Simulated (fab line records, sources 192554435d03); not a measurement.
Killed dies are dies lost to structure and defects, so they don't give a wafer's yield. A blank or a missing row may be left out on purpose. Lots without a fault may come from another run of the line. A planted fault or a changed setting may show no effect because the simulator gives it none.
fab line records | flow n5_finfet
record lots=10 wafers=30 last_day=18
route steps=1938 shown BEOL_M4@1111 BEOL_M5@1179 BEOL_M6@1194 PASSIVATION@1936
lots that met no fault: from a run of the same line without faults
start_h: hours from the record's first day to the start of the lot's first wafer shown | wait_h: hours since the lot's step before | " the same as in the row above | L1.1+2: a row that stands for several wafers | - no value, or no start given | * or withheld: withheld | < > ~ a bound
route shown NAME@n: a module of which the file shows steps, and the number in the route of the first | usual: mean/standard deviation of fault-free wafers | same: alike in all rows | chamber/n: place in a boat | sites: the reading at each site | _std_site: their standard deviation | _edge_site: outer sites' mean less inner sites' | radius_mm: how far each site lies from the wafer's centre | mask NAME#n: copy n | behind: the tool/chamber that last shaped the wafer | hold: why the lot was held/for how many hours/how that ended | device: the transistor (n, p or np) that didn't switch | end of line: the same wafers' tests at the end of the route | a step without rows: its recipe alone | killed: dies lost to structure and defects at the first sort, not the wafer's yield | map: a wafer's dies, x killed, . not, _ none there
set.NAME: the setting as run; set.NAME@STEP: as run at that earlier step | model.NAME: the simulator's own value behind a step, which no gauge read
steps of the route over a sample of lots; a table a step, a row a wafer
services: from which hour (start_h, from the record's first day; less than 0 if before it) a tool's chamber was out of use, for how many hours, and why
## steps
# step N5_BEOL_M4_RC_MEAS_101
# usual DIBL_N=37.1/1.8 DIBL_P=37.2/2.1 IOFF_N=0.17/0.033 IOFF_P=0.22/0.037 ION_N=680/11 ION_P=464/7.7 SS_N=71.7/0.63 SS_P=73.6/0.67 VT_N=248.9/2.9 VT_P=-251/3.6
# columns lot.wafer tool chamber start_h wait_h DIBL_N[mV/V] DIBL_P[mV/V] IOFF_N[nA/um] IOFF_P[nA/um] ION_N[uA/um] ION_P[uA/um] SS_N[mV/dec] SS_P[mV/dec] VT_N[mV] VT_P[mV]
L848.1 prober-01 0 187.64 0.0 37.7 39.0 0.21 0.24 684 467 72.2 74.0 244.9 -249
L848.3 " 0 " " 32.4 32.8 0.11 0.15 666 458 70.6 72.1 253.1 -256
L848.6 " 0 " " 36.1 37.3 0.18 0.21 682 465 71.9 73.8 246.9 -250
L850.3 prober-02 0 202.24 0.3 36.0 36.5 0.17 0.24 691 468 71.0 73.2 248.1 -247
L850.4 " 0 " " 37.9 39.2 0.21 0.29 684 471 71.7 74.4 245.2 -246
L850.5 " 0 " " 35.0 35.4 0.15 0.21 684 469 70.8 73.2 249.1 -249
L852.1 prober-02 0 211.27 0.0 36.6 35.3 0.14 0.16 663 449 72.0 72.9 253.8 -254
L852.3 " 0 " " 37.9 38.5 0.18 0.22 684 464 72.4 74.1 248.7 -253
L852.6 " 0 " " 38.8 38.1 0.19 0.21 681 463 71.7 74.2 249.6 -253
L846.1 prober-02 0 213.05 0.0 37.9 37.9 0.17 0.20 671 454 72.0 73.3 250.8 -250
L846.5 " 0 " " 38.6 38.6 0.19 0.22 677 459 72.0 73.4 247.7 -249
L846.6 " 0 " " 38.9 40.7 0.21 0.26 713 480 71.7 73.4 244.9 -249
L854.1 prober-01 0 219.82 0.0 37.7 37.9 0.15 0.19 665 458 71.3 74.0 251.8 -255
L854.2 " 0 " " 37.6 37.6 0.16 0.18 673 454 71.9 72.9 252.4 -257
L854.4 " 0 " " 34.5 35.4 0.11 0.15 655 452 70.6 73.1 255.9 -258
L860.2 prober-02 0 274.81 0.2 37.6 37.8 0.16 0.18 674 456 71.8 73.2 250.6 -256
L860.3 " 0 " " 37.6 37.0 0.15 0.17 673 459 71.1 72.8 250.8 -256
L860.5 " 0 " " 37.3 37.4 0.16 0.17 676 453 71.5 72.9 248.5 -256
L862.1 prober-01 0 281.43 0.0 39.9 40.1 0.23 0.24 699 466 72.2 73.9 243.1 -252
L862.4 " 0 " " 40.3 41.7 0.24 0.26 691 465 72.6 74.3 245.7 -249
L862.5 " 0 " " 36.9 36.5 0.15 0.17 674 457 72.1 73.3 249.0 -257
L861.2 prober-02 0 281.90 0.2 38.3 39.1 0.20 0.21 682 458 72.4 73.3 247.9 -251
L861.3 " 0 " " 40.4 40.5 0.23 0.25 686 463 72.7 74.5 246.6 -248
L861.4 " 0 " " 36.9 39.4 0.18 0.22 683 467 71.5 73.8 246.6 -250
L864.3 prober-01 0 286.94 0.6 33.3 35.1 0.13 0.18 675 461 70.6 73.1 252.0 -251
L864.4 " 0 " " 34.7 36.7 0.14 0.21 682 465 70.8 72.9 249.0 -250
L864.6 " 0 " " 34.8 38.0 0.15 0.23 678 470 71.7 74.3 249.5 -248
L866.1 prober-02 0 313.82 0.0 35.7 35.8 0.15 0.21 669 465 71.6 73.1 250.2 -251
L866.2 " 0 " " 35.8 34.0 0.15 0.19 673 461 72.0 72.5 251.8 -252
L866.5 " 0 " " 37.6 37.0 0.17 0.22 674 468 72.0 73.2 251.1 -249
# step N5_BEOL_M5_SPUTTER_83
# recipe material=Cu target_thk_a=150 temp_c=-20 chamber_pressure_pa=0.07 power_w=withheld time_s=27.62
# usual throttle_valve_pct=29.6/0.94
# columns lot.wafer tool chamber start_h wait_h throttle_valve_pct
L848.1 pvd_sputter-01 - 195.87 0.5 30.5
L848.3 " - " " 31.9
L848.6 " - " " 29.4
L850.3 pvd_sputter-03 - 210.49 0.5 28.7
L850.4 " - " " 30.0
L850.5 " - " " 30.3
L852.1 pvd_sputter-02 - 220.94 0.5 28.8
L852.3 " - " " 29.8
L852.6 " - " " 29.9
L846.1 pvd_sputter-01 - 222.89 0.5 31.8
L846.5 " - " " 30.9
L846.6 " - " " 30.7
L854.1 pvd_sputter-02 - 229.29 0.5 28.1
L854.2 " - " " 29.6
L854.4 " - " " 29.0
L860.2 pvd_sputter-02 - 286.90 0.5 29.8
L860.3 " - " " 29.0
L860.5 " - " " 30.1
L861.2 pvd_sputter-01 - 292.85 0.5 30.8
L861.3 " - " " 29.2
L861.4 " - " " 31.6
L862.1 pvd_sputter-02 - 294.15 0.5 28.1
L862.4 " - " " 28.9
L862.5 " - " " 30.0
L864.3 pvd_sputter-03 - 299.23 0.5 29.8
L864.4 " - " " 30.5
L864.6 " - " " 29.8
L866.1 pvd_sputter-01 - 324.72 0.5 29.1
L866.2 " - " " 30.5
L866.5 " - " " 30.7
# step N5_BEOL_M5_ANNEAL_51
# recipe temp_c=225 time_s=90 ambient=N2
# usual wafer_temp_C_max=225.97/0.27
# columns lot.wafer tool chamber start_h wait_h wafer_temp_C_max
L848.1 rtp_anneal-01 0 198.61 0.4 226.15
L848.3 " 0 " " 226.27
L848.6 " 0 " " 226.03
L850.3 rtp_anneal-02 0 213.56 0.7 225.63
L850.4 " 0 " " 225.51
L850.5 " 0 " " 225.70
L852.1 rtp_anneal-02 0 223.42 0.2 226.20
L852.3 " 0 " " 225.71
L852.6 " 0 " " 225.76
L846.1 rtp_anneal-02 0 226.38 1.1 225.53
L846.5 " 0 " " 226.04
L846.6 " 0 " " 225.72
L854.1 rtp_anneal-01 0 231.80 0.2 225.77
L854.2 " 0 " " 226.10
L854.4 " 0 " " 225.89
L860.2 rtp_anneal-02 0 289.33 0.1 225.88
L860.3 " 0 " " 225.55
L860.5 " 0 " " 225.37
L861.2 rtp_anneal-02 0 295.27 0.1 226.02
L861.3 " 0 " " 226.25
L861.4 " 0 " " 226.01
L862.1 rtp_anneal-01 0 297.18 0.7 226.10
L862.4 " 0 " " 226.43
L862.5 " 0 " " 226.28
L864.3 rtp_anneal-02 0 301.74 0.2 225.91
L864.4 " 0 " " 225.65
L864.6 " 0 " " 225.74
L866.1 rtp_anneal-02 0 327.60 0.5 225.46
L866.2 " 0 " " 225.50
L866.5 " 0 " " 225.87
# step N5_BEOL_M5_INSPECT_58
# recipe inspect_instrument=darkfield mode=post_dep
# usual raw_defect_count=78/25
# columns lot.wafer tool chamber start_h wait_h raw_defect_count
L848.1 defect_inspect-02 - 199.93 0.0 71
L848.3 " - " " 88
L848.6 " - " " 82
L850.3 defect_inspect-02 - 214.35 0.0 76
L850.4 " - " " 68
L850.5 " - " " 71
L852.1 defect_inspect-01 - 224.29 0.0 88
L852.3 " - " " 58
L852.6 " - " " 60
L846.1 defect_inspect-01 - 227.27 0.0 41
L846.5 " - " " 47
L846.6 " - " " 33
L854.1 defect_inspect-02 - 232.71 0.0 72
L854.2 " - " " 43
L854.4 " - " " 49
L860.2 defect_inspect-02 - 290.23 0.0 94
L860.3 " - " " 76
L860.5 " - " " 64
L861.2 defect_inspect-02 - 296.13 0.0 52
L861.3 " - " " 62
L861.4 " - " " 73
L862.1 defect_inspect-01 - 298.06 0.0 97
L862.4 " - " " 79
L862.5 " - " " 44
L864.3 defect_inspect-01 - 302.53 0.0 69
L864.4 " - " " 65
L864.6 " - " " 86
L866.1 defect_inspect-02 - 328.48 0.0 53
L866.2 " - " " 83
L866.5 " - " " 55
# step N5_BEOL_M6_ILD_DEP_00
# recipe material=SiCOH_lowk target_thk_a=1797.5 temp_c=300 precursor=DEMS/porogen pressure_torr=5 rf_w=500 time_s=33.4
# usual chamber_pressure_Torr=5.000/0.011 heater_power_outer_w=145/28 heater_power_w=317/54 rf_fwd_power_W=494.9/1.8 showerhead_plenum_p_Torr=5.740/0.016 throttle_valve_pct=14.1/0.83
# columns lot.wafer tool chamber start_h wait_h chamber_pressure_Torr heater_power_outer_w heater_power_w rf_fwd_power_W showerhead_plenum_p_Torr throttle_valve_pct
L848.1 pecvd-01 1 199.97 0.0 5.004 147 318 495.2 5.722 14.3
L848.3 " 2 " " 5.003 135 308 496.0 5.730 13.6
L848.6 " 2 " " 4.993 137 312 498.2 5.733 13.4
L850.3 pecvd-04 1 214.39 0.0 - - - - - -
L850.4 " 0 " " - - - - - -
L850.5 " 1 " " - - - - - -
L852.1 pecvd-01 1 224.33 0.0 - - - - - -
L852.3 " 0 " " - - - - - -
L852.6 " 0 " " - - - - - -
L846.1 pecvd-03 0 227.31 0.0 5.015 127 279 491.4 5.738 13.0
L846.5 " 0 " " 5.014 138 293 492.4 5.732 13.2
L846.6 " 1 " " 5.010 185 411 495.9 5.743 13.5
L854.1 pecvd-03 2 232.75 0.0 4.988 113 240 495.3 5.754 13.2
L854.2 " 0 " " 4.996 127 277 494.6 5.715 13.1
L854.4 " 0 " " 5.012 132 280 494.7 5.713 13.1
L860.2 pecvd-01 1 290.26 0.0 5.005 134 300 497.7 5.720 14.6
L860.3 " 2 " " 4.970 147 313 494.5 5.742 14.1
L860.5 " 1 " " 4.997 137 315 495.5 5.734 14.3
L861.2 pecvd-01 1 296.17 0.0 5.009 174 362 498.1 5.728 14.4
L861.3 " 2 " " 4.995 146 331 497.0 5.723 13.7
L861.4 " 1 " " 4.984 116 287 497.3 5.707 14.4
L862.1 pecvd-04 1 298.10 0.0 5.002 127 259 494.9 5.787 16.1
L862.4 " 2 " " 5.003 188 380 497.7 5.736 13.9
L862.5 " 1 " " 4.984 129 271 494.7 5.783 16.2
L864.3 pecvd-04 2 302.57 0.0 5.009 195 385 494.1 5.738 14.2
L864.4 " 2 " " 5.003 195 398 492.8 5.724 14.2
L864.6 " 0 " " 5.004 123 259 493.6 5.738 13.9
L866.1 pecvd-01 2 328.52 0.0 5.002 131 303 495.3 5.722 13.7
L866.2 " 0 " " 5.040 170 358 494.4 5.758 14.1
L866.5 " 0 " " 5.021 176 375 495.9 5.756 14.1
# step N5_BEOL_M6_OCD_MEAS_38
# usual trench_depth_nm=94.4/1.8
# columns lot.wafer tool chamber start_h wait_h trench_depth_nm
L848.1 ocd-01 - 204.64 - 95.8
L848.3 " - " " 98.8
L848.6 " - " " 98.5
L850.3 ocd-01 - 219.27 - -
L850.4 " - " " -
L850.5 " - " " -
L852.1 ocd-02 - 232.02 - -
L852.3 " - " " -
L852.6 " - " " -
L846.1 ocd-02 - 234.92 - 92.1
L846.5 " - " " 96.0
L846.6 " - " " 100.1
L854.1 ocd-01 - 245.23 - 91.8
L854.2 " - " " 94.8
L854.4 " - " " 95.0
L860.2 ocd-01 - 299.48 - 95.9
L860.3 " - " " 94.2
L860.5 " - " " 95.4
L861.2 ocd-01 - 301.11 - 92.8
L861.3 " - " " 94.7
L861.4 " - " " 95.7
L862.1 ocd-02 - 303.67 - 92.5
L862.4 " - " " 95.9
L862.5 " - " " 93.1
L864.3 ocd-01 - 306.93 - 91.3
L864.4 " - " " 95.5
L864.6 " - " " 97.1
L866.1 ocd-02 - 335.96 - 93.5
L866.2 " - " " 94.6
L866.5 " - " " 94.6
# step N5_PASSIVATION_PROBE_49
# usual defect_limited_yield=91.7/1.5 killed_at_M0_to_M3=32/10 killed_at_M4_up=14/5.3 killed_at_contacts=13/5.7 killed_at_front_end=37/10 killed_at_other=3.3/2.5 killed_dies=98/18 killed_on_rim=13/3.6 killed_open=65/13 killed_short=31/7.5 sort_bin_5_function=4.9/0.91 sort_bin_6_memory=3.1/0.71 sort_bin_8_speed=0.00/0.017 sort_n_pass=1082/18 sort_yield_pct=91.7/1.5
# same gross_dies=1180 killed_at_back_side=0 sort_bin_4_leakage[%]=0
# columns lot.wafer tool chamber start_h wait_h defect_limited_yield[%] killed_at_M0_to_M3 killed_at_M4_up killed_at_contacts killed_at_front_end killed_at_other killed_dies killed_on_rim killed_open killed_short sort_bin_5_function[%] sort_bin_6_memory[%] sort_bin_8_speed[%] sort_n_pass sort_yield_pct[%]
L848.1 prober-02 - 289.12 0.0 91.4 40 14 6 39 3 102 12 67 33 4.7 3.6 0 1078 91.4
L848.3 prober-02 - 289.22 0.1 91.8 24 8 24 39 2 97 13 65 29 5.3 2.8 0 1083 91.8
L848.6 prober-02 - 289.37 0.3 92.4 31 13 14 31 1 90 12 72 18 5.1 2.3 0 1090 92.4
L850.3 prober-01 - 322.60 0.1 0 5 1166 0 9 0 1180 152 6 8 72.2 2.6 0 0 0
L850.4 prober-01 - 322.65 0.2 0 8 1159 3 9 1 1180 152 15 5 70.5 4.1 0 0 0
L850.5 prober-01 - 322.70 0.2 0 9 1153 3 15 0 1180 152 20 6 74.2 3.2 0 0 0
L852.1 prober-02 - 327.90 0.0 0 2 1168 3 7 0 1180 152 9 5 73.8 2.9 0 0 0
L852.3 prober-02 - 328.00 0.1 0 4 1167 1 7 1 1180 152 12 4 74.3 2.6 0 0 0
L852.6 prober-02 - 328.15 0.3 0 6 1169 2 3 0 1180 152 12 3 72.4 4.0 0 0 0
L854.1 prober-01 - 332.95 0.0 92.3 32 10 10 39 0 91 14 60 30 4.8 2.5 0 1089 92.3
L854.2 prober-01 - 333.00 0.1 91.5 31 12 9 48 0 100 18 59 41 5.4 2.7 0 1080 91.5
L854.4 prober-01 - 333.10 0.2 93.0 27 9 6 39 2 83 10 43 39 3.5 3.3 0 1097 93.0
L861.2 prober-01 - 386.60 0.1 91.1 47 18 6 32 2 105 14 63 40 4.2 4.3 0 1075 91.1
L861.3 prober-01 - 386.65 0.1 91.1 45 14 9 32 5 105 16 64 36 5.9 2.5 0 1075 91.1
L861.4 prober-01 - 386.70 0.2 94.6 23 13 4 22 2 64 10 40 20 2.7 2.4 0 1116 94.6
L862.1 prober-01 - 397.50 0.0 91.1 34 7 27 30 7 105 11 75 29 5.6 3.1 0 1075 91.1
L862.4 prober-01 - 397.65 0.2 92.1 28 8 22 35 0 93 20 66 26 4.9 2.7 0 1087 92.1
L864.4 prober-02 - 399.12 0.2 93.3 36 9 10 23 1 79 7 47 32 3.5 3.1 0 1101 93.3
L864.6 prober-02 - 399.22 0.3 91.9 32 11 12 38 2 95 16 66 29 4.7 3.4 0 1085 91.9
L866.1 prober-02 - 428.77 0.1 94.3 20 8 3 33 3 67 8 41 20 2.9 2.2 0 1113 94.3
L866.2 prober-02 - 428.82 0.2 92.8 37 12 8 26 2 85 17 55 29 4.7 2.1 0 1095 92.8
L866.5 prober-02 - 428.97 0.3 93.9 18 9 8 33 4 72 15 43 28 3.2 2.5 0 1108 93.9
# killed by level:class
L848.1 STI_FIN_REVEAL:geometric_particle:open=12 FIN_SAQP:geometric_particle:short=7 BEOL_M3:geometric_particle:open=7 MOL_CONTACT_COAG:geometric_particle:open=6 BEOL_M0_SAQP:geometric_particle:open=6 BEOL_M2:geometric_particle:open=6 BEOL_M0_SAQP:geometric_particle:short=5 BEOL_M0:geometric_particle:open=5
L848.3 MOL_CONTACT_COAG:geometric_particle:open=20 STI_FIN_REVEAL:geometric_particle:open=11 FIN_SAQP:geometric_particle:short=6 DUMMY_GATE:geometric_particle:open=5 BEOL_M0_SAQP:geometric_particle:short=5 BEOL_M1:geometric_particle:open=5 BEOL_M2:geometric_particle:open=5 FIN_SAQP:geometric_particle:open=4
L848.6 BEOL_M2:geometric_particle:open=12 STI_FIN_REVEAL:geometric_particle:open=11 MOL_CONTACT_COAG:geometric_particle:open=10 DUMMY_GATE:geometric_particle:open=8 BEOL_M0_SAQP:geometric_particle:open=7 BEOL_M0_SAQP:geometric_particle:short=5 FIN_SAQP:geometric_particle:short=4 MOL_CONTACT_COAG:geometric_particle:short=4
L850.3 BEOL_M6:lost_pattern=1159 BEOL_M6:area_dep=7 FIN_SAQP:geometric_particle:short=2 GATE_CUT:geometric_particle:short=2 BEOL_M0_SAQP:geometric_particle:short=2 FIN_SAQP:geometric_particle:open=1 BEOL_M0_SAQP:geometric_particle:open=1 STI_FIN_REVEAL:geometric_particle:open=1
L850.4 BEOL_M6:lost_pattern=1151 BEOL_M6:area_dep=6 BEOL_M2:geometric_particle:open=3 STI_FIN_REVEAL:geometric_particle:open=2 MOL_CONTACT_COAG:geometric_particle:open=2 BEOL_M1:geometric_particle:open=2 WELL_APT:coat_microbubble_printed=2 FIN_SAQP:geometric_particle:short=1
L850.5 BEOL_M6:lost_pattern=1149 FIN_SAQP:geometric_particle:open=6 BEOL_M6:area_dep=4 BEOL_M1:geometric_particle:open=3 STI_FIN_REVEAL:geometric_particle:open=2 GATE_CUT:geometric_particle:open=2 MOL_CONTACT_COAG:geometric_particle:open=2 BEOL_M2:geometric_particle:open=2
L852.1 BEOL_M6:lost_pattern=1163 MOL_CONTACT_COAG:geometric_particle:open=3 BEOL_M6:area_dep=3 GATE_CUT:geometric_particle:short=2 FIN_SAQP:geometric_particle:open=2 DUMMY_GATE:geometric_particle:open=1 DUMMY_GATE:geometric_particle:short=1 ILD0:geometric_particle:short=1
L852.3 BEOL_M6:lost_pattern=1162 FIN_SAQP:geometric_particle:short=2 DUMMY_GATE:geometric_particle:open=2 BEOL_M0_SAQP:geometric_particle:open=2 BEOL_M6:area_dep=2 FIN_CUT:geometric_particle:open=1 SDB:geometric_particle:open=1 MOL_CONTACT_COAG:geometric_particle:open=1
L852.6 BEOL_M6:lost_pattern=1164 BEOL_M4:geometric_particle:open=3 MOL_CONTACT_COAG:geometric_particle:open=2 BEOL_M0_SAQP:geometric_particle:short=2 BEOL_M2:geometric_particle:open=2 FIN_SAQP:geometric_particle:open=1 BEOL_M0_SAQP:geometric_particle:open=1 DUMMY_GATE:geometric_particle:open=1
L854.1 FIN_SAQP:geometric_particle:short=13 BEOL_M3:geometric_particle:open=9 STI_FIN_REVEAL:geometric_particle:open=8 MOL_CONTACT_COAG:geometric_particle:open=8 BEOL_M1:geometric_particle:open=7 FIN_SAQP:geometric_particle:open=5 BEOL_M0_SAQP:geometric_particle:open=4 BEOL_M0_SAQP:geometric_particle:short=4
L854.2 FIN_SAQP:geometric_particle:short=17 STI_FIN_REVEAL:geometric_particle:open=10 BEOL_M0_SAQP:geometric_particle:short=9 FIN_SAQP:geometric_particle:open=8 BEOL_M0_SAQP:geometric_particle:open=8 MOL_CONTACT_COAG:geometric_particle:open=7 BEOL_M2:geometric_particle:open=7 BEOL_M4:geometric_particle:open=5
L854.4 FIN_SAQP:geometric_particle:short=10 STI_FIN_REVEAL:geometric_particle:open=9 MOL_CONTACT_COAG:geometric_particle:open=6 BEOL_M0_SAQP:geometric_particle:short=6 GATE_CUT:geometric_particle:short=4 STARTING-WAFER:geometric_particle:short=4 FIN_SAQP:geometric_particle:open=3 BEOL_M0_SAQP:geometric_particle:open=3
L861.2 BEOL_M0_SAQP:geometric_particle:short=16 BEOL_M0_SAQP:geometric_particle:open=11 BEOL_M1:geometric_particle:open=6 BEOL_M3:geometric_particle:open=6 BEOL_M8:geometric_particle:open=6 FIN_SAQP:geometric_particle:open=5 MOL_CONTACT_COAG:geometric_particle:open=5 FIN_SAQP:geometric_particle:short=4
L861.3 BEOL_M2:geometric_particle:open=12 BEOL_M0_SAQP:geometric_particle:short=8 MOL_CONTACT_COAG:geometric_particle:open=8 FIN_SAQP:geometric_particle:short=7 DUMMY_GATE:geometric_particle:open=6 BEOL_M0_SAQP:geometric_particle:open=6 BEOL_M1:geometric_particle:open=5 GATE_CUT:geometric_particle:short=4
L861.4 FIN_SAQP:geometric_particle:open=5 BEOL_M0_SAQP:geometric_particle:open=5 FIN_SAQP:geometric_particle:short=4 MOL_CONTACT_COAG:geometric_particle:open=4 BEOL_M0_SAQP:geometric_particle:short=4 BEOL_M1:geometric_particle:open=3 BEOL_M2:geometric_particle:open=3 BEOL_M4:geometric_particle:open=3
L862.1 MOL_CONTACT_COAG:geometric_particle:open=22 STI_FIN_REVEAL:geometric_particle:open=8 BEOL_M1:geometric_particle:open=7 BEOL_M3:geometric_particle:open=7 FIN_SAQP:geometric_particle:short=5 BEOL_M0_SAQP:geometric_particle:open=5 BEOL_M0_SAQP:geometric_particle:short=5 BEOL_M2:geometric_particle:open=5
L862.4 MOL_CONTACT_COAG:geometric_particle:open=18 BEOL_M2:geometric_particle:open=10 GATE_CUT:geometric_particle:short=8 FIN_SAQP:geometric_particle:open=7 FIN_SAQP:geometric_particle:short=5 GATE_CUT:geometric_particle:open=5 BEOL_M0:geometric_particle:open=4 BEOL_M0_SAQP:geometric_particle:open=4
L864.4 BEOL_M2:geometric_particle:open=11 MOL_CONTACT_COAG:geometric_particle:open=9 BEOL_M0_SAQP:geometric_particle:short=9 BEOL_M0_SAQP:geometric_particle:open=6 FIN_SAQP:geometric_particle:short=5 BEOL_M2:geometric_particle:short=5 DUMMY_GATE:geometric_particle:open=4 BEOL_M4:geometric_particle:open=4
L864.6 STI_FIN_REVEAL:geometric_particle:open=16 BEOL_M2:geometric_particle:open=10 MOL_CONTACT_COAG:geometric_particle:open=9 BEOL_M0_SAQP:geometric_particle:open=7 BEOL_M4:geometric_particle:open=7 BEOL_M0_SAQP:geometric_particle:short=5 GATE_CUT:geometric_particle:short=4 BEOL_M1:geometric_particle:open=4
L866.1 BEOL_M2:geometric_particle:open=6 FIN_SAQP:geometric_particle:short=4 GATE_CUT:geometric_particle:short=4 BEOL_M3:geometric_particle:open=4 STARTING-WAFER:geometric_particle:open=4 STI_FIN_REVEAL:geometric_particle:open=3 BEOL_M0:geometric_particle:open=3 STARTING-WAFER:geometric_particle:short=3
L866.2 BEOL_M2:geometric_particle:open=10 MOL_CONTACT_COAG:geometric_particle:open=7 BEOL_M1:geometric_particle:open=7 GATE_CUT:geometric_particle:open=6 BEOL_M2:geometric_particle:short=6 GATE_CUT:geometric_particle:short=5 BEOL_M3:geometric_particle:open=5 BEOL_M0_SAQP:geometric_particle:short=4
L866.5 FIN_SAQP:geometric_particle:open=9 FIN_SAQP:geometric_particle:short=9 BEOL_M2:geometric_particle:open=8 MOL_CONTACT_COAG:geometric_particle:open=7 BEOL_M0_SAQP:geometric_particle:short=5 GATE_CUT:geometric_particle:short=4 DUMMY_GATE:geometric_particle:open=2 GATE_CUT:geometric_particle:open=2
## services
# columns tool chamber start_h hours kind
pecvd-04 2 175.96 2.1 scheduled_down
pecvd-03 2 202.38 - clean
pecvd-03 2 202.38 - consumable_replace:showerhead
pecvd-03 2 202.38 29.0 scheduled_down
pecvd-03 2 202.38 29.0 vent_cycle
pecvd-01 2 254.64 5.5 scheduled_down
pecvd-03 2 264.54 2.1 scheduled_down
pecvd-03 0 271.69 5.5 scheduled_down
pecvd-01 - 276.86 5.5 pm
rtp_anneal-01 - 293.98 2.9 pm
pecvd-04 1 295.10 2.1 scheduled_down
pecvd-03 2 305.46 5.5 scheduled_down
pecvd-01 1 326.34 5.5 scheduled_down
## key
first_sign step=N5_BEOL_M6_ILD_DEP_00 reading=tool_record direction=missing
effect step=N5_BEOL_M6_OCD_MEAS_38 reading=trench_depth_nm direction=missing
effect step=N5_PASSIVATION_PROBE_49 reading=killed_at_M4_up direction=up sigmas=99+ usual=14 struck=1164
met_at N5_BEOL_M6_ILD_DEP_00
struck_lots L850,L852
later_rows_left_out L850.3,L850.4,L850.5,L852.1,L852.3,L852.6
not_acting_at N5_BEOL_M5_SPUTTER_83,N5_BEOL_M5_ANNEAL_51,N5_BEOL_M5_INSPECT_58
onset_between 199.97 214.39
fault kind=skipped_step_whole tool=pecvd-01,pecvd-04 chamber=- onset_h=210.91 steps=N5_BEOL_M6_ILD_DEP_00 scope=struck_lots_only
# later_rows_left_out: the simulator's readings of these wafers behind a module that went badly wrong aren't trusted and aren't shown, but for the sort
